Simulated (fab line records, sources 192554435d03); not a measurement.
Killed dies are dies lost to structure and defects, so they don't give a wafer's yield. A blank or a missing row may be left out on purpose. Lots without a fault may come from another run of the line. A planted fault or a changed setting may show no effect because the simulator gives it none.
Split-lot experiment | flow n5_finfet | 7 lots, 21 wafers read, on a route of 1938 steps

THE SPLIT
At N5_BEOL_M9_COAT_63 (time 60 s, resist thk 60 nm), the setting spin_rpm was moved away from the recipe's 1500 rpm on 9 of the 21 wafers read, by -10.5% to +4.9%. The other wafers ran this setting at the recipe's value.

FROM THE SPLIT TO THE READING: what the file shows between them, 7 steps
- N5_BEOL_M9_COAT_64: time 60 s, resist thk 12 nm
- N5_BEOL_M9_COAT_75: time 60 s, resist thk 5 nm
- N5_BEOL_M9_ETCH_76: etches underlayer in N2/H2, target depth 6.5 nm, time 5.2 s
- N5_BEOL_M9_ETCH_65: etches SiARC in CF4, target depth 15.6 nm, time 26 s
- N5_BEOL_M9_ETCH_66: etches SOC in N2/H2, target depth 80 nm, overetch 16 nm, time 120 s
- N5_BEOL_M9_STRIP_69: strips in N2/H2
- N5_BEOL_M9_STRIP_77: strips in N2/H2

THE READING
SOC_of_BEOL_M9_COAT_63.thk_nm (the simulator's own value, which no gauge read), in nm, at N5_BEOL_M9_VIA_ETCH_34 (etches SiCOH lowk in C4F6/O2, target depth 182.4 nm, time 68.4 s). The file gives no usual value for it. The 12 wafers here that ran the recipe average 50.9 nm, standard deviation 0.25 nm.

wafer  | tool, chamber at the split | spin_rpm as run, rpm | against the recipe | SOC_of_BEOL_M9_COAT_63.thk_nm, nm | against lot-mates on the recipe
L081.1 | litho_track-01, 0          | 1573                 | +4.9%              | 49.6                              | -1.4
L081.6 | litho_track-01, 0          | 1573                 | +4.9%              | 49.6                              | -1.4
L081.3 | litho_track-01, 0          | 1500                 | recipe             | 51                                | -
L084.3 | litho_track-01, 0          | 1500                 | recipe             | 50.8                              | -
L084.4 | litho_track-01, 0          | 1365                 | -9.0%              | 53.8                              | +3.0
L084.6 | litho_track-01, 0          | 1365                 | -9.0%              | 53.8                              | +3.0
L082.1 | litho_track-01, 0          | 1500                 | recipe             | 51                                | -
L082.4 | litho_track-01, 0          | 1500                 | recipe             | 51                                | -
L082.5 | litho_track-01, 0          | 1500                 | recipe             | 51                                | -
L085.1 | litho_track-05, 0          | 1500                 | recipe             | 51.2                              | -
L085.5 | litho_track-05, 0          | 1500                 | recipe             | 51.2                              | -
L085.3 | litho_track-05, 0          | 1342                 | -10.5%             | 54.2                              | +3.0
L088.4 | litho_track-05, 0          | 1500                 | recipe             | 50.6                              | -
L088.5 | litho_track-05, 0          | 1500                 | recipe             | 50.6                              | -
L088.6 | litho_track-05, 0          | 1391                 | -7.3%              | 53                                | +2.4
L096.1 | litho_track-05, 0          | 1415                 | -5.7%              | 53.2                              | +2.2
L096.2 | litho_track-05, 0          | 1415                 | -5.7%              | 52.6                              | +1.6
L096.4 | litho_track-05, 0          | 1500                 | recipe             | 51                                | -
L097.1 | litho_track-04, 0          | 1454                 | -3.1%              | 51.4                              | +0.9
L097.4 | litho_track-04, 0          | 1500                 | recipe             | 50.4                              | -
L097.5 | litho_track-04, 0          | 1500                 | recipe             | 50.6                              | -

THE FIT
A straight line over all 21 wafers: SOC_of_BEOL_M9_COAT_63.thk_nm changes by -0.311 nm for each +1% of spin_rpm; r = -0.98; the points scatter about the line by 0.27 nm.
The same after taking each lot's own level away (the mean of its wafers on the recipe; 21 wafers): -0.313 nm for each +1%; r = -0.99; scatter 0.15 nm.
On that fit, the largest move of spin_rpm shifts the reading by 3.3 nm.
The lots' own levels span 50.50 to 51.20 nm, that is 2.8 times the standard deviation above.
So the lot-to-lot level changes the slope little: the two slopes agree.
Check: with one of the wafers moved furthest among these (-10.5%) left out of the fit, the line predicts +3.43 nm for it against its lot-mates. It came out at +3 nm against them.

OTHER SPLITS ON THESE WAFERS
These wafers also went through other splits before the reading. Each is held against what the fit with the lots' levels taken away leaves over:
other split on the same wafers | wafers away from the commonest value | r with SOC_of_BEOL_M9_COAT_63.thk_nm (lot level and that fit taken away)
N5_BEOL_M8_DESCUM_16 time_s    | 6                                    | +0.00
N5_BEOL_M9_DESCUM_16 time_s    | 3                                    | +0.06

THE WHOLE CHAIN: every reading that the file lists as answering this split, in the file's order
step                   | what it does                                                        | reading                                                                        | change (the file's fit)               | r (the file's)
N5_BEOL_M9_COAT_63     | time 60 s, resist thk 60 nm                                         | SOC_of_BEOL_M9_COAT_63.thk_nm (the simulator's own value, which no gauge read) | -0.324 nm for each +1% of the setting | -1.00
N5_BEOL_M9_ETCH_66     | etches SOC in N2/H2, target depth 80 nm, overetch 16 nm, time 120 s | etch.depth_nm (the simulator's own value, which no gauge read)                 | -0.324 nm for each +1% of the setting | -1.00
N5_BEOL_M9_VIA_ETCH_34 | etches SiCOH lowk in C4F6/O2, target depth 182.4 nm, time 68.4 s    | SOC_of_BEOL_M9_COAT_63.thk_nm (the simulator's own value, which no gauge read) | -0.311 nm for each +1% of the setting | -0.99

THE FILE'S OWN FIT
SOC_of_BEOL_M9_COAT_63.thk_nm changes by -0.311 nm for each +1% of spin_rpm, r = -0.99.
